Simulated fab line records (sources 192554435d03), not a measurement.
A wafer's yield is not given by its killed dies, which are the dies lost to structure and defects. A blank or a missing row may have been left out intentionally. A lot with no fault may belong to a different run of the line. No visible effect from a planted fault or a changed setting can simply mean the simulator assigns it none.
The tool behind it: which one? ; flow n5_finfet ; 10 lots, 26 wafers sampled, at 7 steps of a route of 1938

== WHAT EACH GAUGE READ, for each wafer ==
N5_BEOL_M4_RC_MEAS_101.
lot;measured;on;DIBL_N (mV/V);DIBL_P (mV/V);IOFF_N (nA/um);IOFF_P (nA/um);ION_N (uA/um);ION_P (uA/um);SS_N (mV/dec);SS_P (mV/dec);VT_N (mV);VT_P (mV)
L696;day 8 01:23;prober-02;35.0 31.5 34.7;35.2 31.6 35.5;0.15 0.10 0.14;0.16 0.12 0.16;683 661 668;458 449 456;72.3 70.8 71.4;72.4 71.6 72.9;252 259 252;-255 -261 -256
L700;day 8 22:13;prober-01;36.7 34.4;37.2 34.3;0.18 0.12;0.23 0.18;685 660;469 457;72.5 71.1;73.4 73.0;247 254;-248 -251
L704;day 10 02:53;prober-01;37.1 35.8;36.2 35.0;0.19 0.17;0.24 0.23;695 701;478 485;71.9 71.5;72.7 73.0;241 244;-245 -247
L708;day 11 06:26;prober-01;37.0 33.4 35.2;37.4 31.9 34.6;0.19 0.10 0.15;0.23 0.16 0.19;686 642 674;465 451 461;71.6 70.7 70.6;73.4 71.4 73.1;245 256 249;-247 -256 -252
L709;day 11 17:19;prober-02;32.8 37.4 37.7;33.5 37.4 36.5;0.12 0.19 0.18;0.15 0.21 0.19;679 688 656;457 459 439;70.1 71.7 72.6;71.7 73.4 73.3;250 244 249;-257 -252 -253
L712;day 12 02:20;prober-02;35.5 37.0;37.5 38.7;0.16 0.18;0.23 0.23;687 684;473 469;71.1 71.7;72.7 73.9;245 246;-248 -248
L713;day 12 17:22;prober-02;31.0 36.8;30.6 37.6;0.10 0.19;0.15 0.26;662 685;456 464;69.6 71.5;72.0 73.7;257 245;-254 -248
L716;day 12 22:08;prober-01;33.6 33.4 35.7;33.4 34.0 36.4;0.13 0.12 0.15;0.21 0.21 0.25;656 667 667;457 469 461;71.0 70.7 72.1;73.3 72.3 74.2;249 253 248;-245 -245 -247
L717;day 13 07:47;prober-02;38.9 36.5 37.4;38.7 34.8 36.9;0.20 0.15 0.17;0.23 0.17 0.20;689 670 668;460 447 459;71.7 71.3 72.0;74.6 73.3 73.7;243 250 247;-252 -254 -252
L718;day 13 22:50;prober-02;34.9 34.4 34.5;36.5 35.7 35.4;0.16 0.15 0.14;0.20 0.19 0.18;684 678 664;467 459 456;71.0 71.3 71.2;72.7 72.7 72.9;248 251 250;-249 -254 -253

N5_BEOL_M13_THK_MEAS_50: measures by xrf.
lot;measured;on;M13_THK (nm)
L696;day 11 04:43;film_metro-01;436 432 443
L700;day 12 06:40;film_metro-01;434 441
L704;day 12 23:25;film_metro-01;445 433
L708;day 14 06:56;film_metro-02;- - -
L709;day 14 20:00;film_metro-02;- - -
L712;day 15 02:17;film_metro-02;430 424
L713;day 15 14:08;film_metro-02;420 436
L716;day 15 23:40;film_metro-02;419 428 432
L717;day 16 07:34;film_metro-02;440 428 440
L718;day 17 00:10;film_metro-02;424 434 433

N5_BEOL_M13_RS_MEAS_54: a four-point-probe measurement.
lot;measured;on;M13_RS (ohm/sq)
L696;day 11 04:52;film_metro-01;0.0447 0.0451 0.0439
L700;day 12 06:48;film_metro-02;0.0449 0.0443
L704;day 12 23:32;film_metro-01;0.0442 0.0456
L708;day 14 07:04;film_metro-01;57.113 59.720 55.881
L709;day 14 20:08;film_metro-01;57.924 58.340 58.714
L712;day 15 02:24;film_metro-02;0.0448 0.0449
L713;day 15 14:17;film_metro-02;0.0464 0.0448
L716;day 15 23:50;film_metro-01;0.0465 0.0454 0.0452
L717;day 16 07:43;film_metro-01;0.0439 0.0449 0.0437
L718;day 17 00:18;film_metro-01;0.0457 0.0447 0.0447

== WHAT TOOL EACH LOT RAN ON (gives the tool, then ch and the chambers of the sampled wafers, and finally the start) ==
lot;N5_BEOL_M13_DESCUM_33;N5_BEOL_M13_PRE_CLEAN_42;N5_BEOL_M13_SPUTTER_45;N5_BEOL_M13_CMP_49
L696;rie_diel-06 ch 1,2,3, day 11 00:43;pvd_sputter-03, day 11 03:17;pvd_sputter-03, day 11 03:29;cmp-04 ch 1,2, day 11 04:27
L700;rie_diel-02 ch 1,2, day 12 02:12;pvd_sputter-02, day 12 05:36;pvd_sputter-02, day 12 05:48;cmp-02 ch 0,1, day 12 06:25
L704;rie_diel-03 ch 0,2, day 12 20:13;pvd_sputter-02, day 12 22:20;pvd_sputter-02, day 12 22:32;cmp-02 ch 3, day 12 23:10
L708;rie_diel-06 ch 0,2, day 14 04:44;pvd_sputter-01, day 14 05:52;pvd_sputter-01, day 14 06:04;cmp-02 ch 0,2,3, day 14 06:43
L709;rie_diel-03 ch 1,2,3, day 14 14:22;pvd_sputter-03, day 14 18:50;pvd_sputter-03, day 14 19:02;cmp-04 ch 0,3, day 14 19:45
L712;rie_diel-03 ch 2, day 14 22:59;pvd_sputter-03, day 15 01:12;pvd_sputter-03, day 15 01:24;cmp-04 ch 0, day 15 02:01
L713;rie_diel-02 ch 0,1, day 15 11:05;pvd_sputter-03, day 15 13:04;pvd_sputter-03, day 15 13:16;cmp-04 ch 0,2, day 15 13:50
L716;rie_diel-03 ch 0,1,2, day 15 16:19;pvd_sputter-03, day 15 20:17;pvd_sputter-03, day 15 20:29;cmp-02 ch 0,1,3, day 15 23:29
L717;rie_diel-06 ch 0,3, day 16 04:08;pvd_sputter-03, day 16 06:22;pvd_sputter-03, day 16 06:34;cmp-02 ch 0,1, day 16 07:18
L718;rie_diel-03 ch 0,3, day 16 21:29;pvd_sputter-01, day 16 23:06;pvd_sputter-01, day 16 23:18;cmp-01 ch 1,3, day 16 23:55
- N5_BEOL_M13_DESCUM_33: chemistry O2, time 7.9 s.
- N5_BEOL_M13_PRE_CLEAN_42: time 30 s.
- N5_BEOL_M13_SPUTTER_45: material Cu, target thk 80 nm, time 13.33 s.
- N5_BEOL_M13_CMP_49: polishes, stops on SiOC, t overpolish 17.1 s, target thk 420 nm.

== WHAT THE TOOLS THEMSELVES READ (means of the sampled wafers that have a number; where no wafer has one, the mark that the record gives instead) ==
N5_BEOL_M13_DESCUM_33.
lot;tool;drypump_motor_current_A (A);oes_product_au (a.u.);rf_vpp_V (V);showerhead_plenum_p_Torr (Torr);throttle_valve_pct (%)
L696;rie_diel-06;5.0;0.77;243.7;2.11;20.50
L700;rie_diel-02;5.6;0.89;242.6;2.04;20.48
L704;rie_diel-03;5.6;0.74;243.6;2.11;20.54
L708;rie_diel-06;5.7;0.96;244.7;2.16;20.42
L709;rie_diel-03;5.6;0.87;243.6;2.15;20.35
L712;rie_diel-03;5.3;0.80;241.8;2.03;20.64
L713;rie_diel-02;5.6;0.79;240.3;1.99;20.70
L716;rie_diel-03;5.4;0.75;243.8;2.13;20.46
L717;rie_diel-06;5.7;0.88;243.9;2.17;20.49
L718;rie_diel-03;6.3;0.82;244.3;2.21;20.31

N5_BEOL_M13_PRE_CLEAN_42.
lot;tool;heater_power_w (W);susceptor_temp_C (C)
L696;pvd_sputter-03;356;250.02
L700;pvd_sputter-02;334;249.75
L704;pvd_sputter-02;338;250.25
L708;pvd_sputter-01;359;250.08
L709;pvd_sputter-03;365;249.99
L712;pvd_sputter-03;348;250.08
L713;pvd_sputter-03;362;250.06
L716;pvd_sputter-03;360;249.99
L717;pvd_sputter-03;361;249.97
L718;pvd_sputter-01;340;249.93

N5_BEOL_M13_SPUTTER_45.
lot;tool;bias_v (V);cathode_dc_power_W (W);chuck_sensor_temp_C (C);susceptor_temp_C (C);throttle_valve_pct (%)
L696;pvd_sputter-03;59.9;26001;-15.65;-20.08;28.7
L700;pvd_sputter-02;59.9;26002;-15.99;-20.02;29.3
L704;pvd_sputter-02;59.8;25998;-15.95;-19.95;29.0
L708;pvd_sputter-01;-;-;-;-;-
L709;pvd_sputter-03;-;-;-;-;-
L712;pvd_sputter-03;60.4;25996;-15.75;-20.02;29.5
L713;pvd_sputter-03;60.6;25997;-15.75;-20.03;29.4
L716;pvd_sputter-03;59.8;26001;-15.64;-20.08;28.9
L717;pvd_sputter-03;60.3;25997;-15.98;-19.85;30.2
L718;pvd_sputter-01;60.3;25996;-16.30;-19.85;30.4

N5_BEOL_M13_CMP_49.
lot;tool;motor_current_A (A)
L696;cmp-04;6.2
L700;cmp-02;6.0
L704;cmp-02;5.0
L708;cmp-02;5.3
L709;cmp-04;6.3
L712;cmp-04;5.8
L713;cmp-04;6.4
L716;cmp-02;5.6
L717;cmp-02;6.1
L718;cmp-01;6.1

== THE ANSWER, worked out from the rows above alone ==
Rule: the usual values come from the lots themselves. The widest of any qualifying gaps counts: lots, ordered by their means at a reading, are off when they make up no more than a third of the lots, leave a main group of 4 or more, and stand apart from it by 3 or more times the standard deviation of that group's means. The tables above print the reading to a certain number of digits; a main group whose means all agree to those digits is not used. Also off: a lot with no number at a reading for which 4 or more lots have one. Any other lot the step has rows for is counted as sound. After the gauges, taken in route order, come the tools' own readings; for these a lot's mean is taken, as printed above. The first step at which some lot is off is used, and at that step the reading that is off furthest; a lot without a number counts as furthest.
Off: L708, L709, seen at N5_BEOL_M13_THK_MEAS_50 (M13_THK). Without a number there: L708, L709. Main group: mean 433 nm, sd 4.9.
If a tool, at a process step before that reading, ran all the lots that are off and no sound lot after the first of them, it fits. The gauges at N5_BEOL_M13_THK_MEAS_50 aren't tried: what is off there is off at N5_BEOL_M13_RS_MEAS_54 too, on other tools, and a gauge's error can't cause that. Of those tried, none fits.

== WHAT THE SIMULATOR PUT IN ==
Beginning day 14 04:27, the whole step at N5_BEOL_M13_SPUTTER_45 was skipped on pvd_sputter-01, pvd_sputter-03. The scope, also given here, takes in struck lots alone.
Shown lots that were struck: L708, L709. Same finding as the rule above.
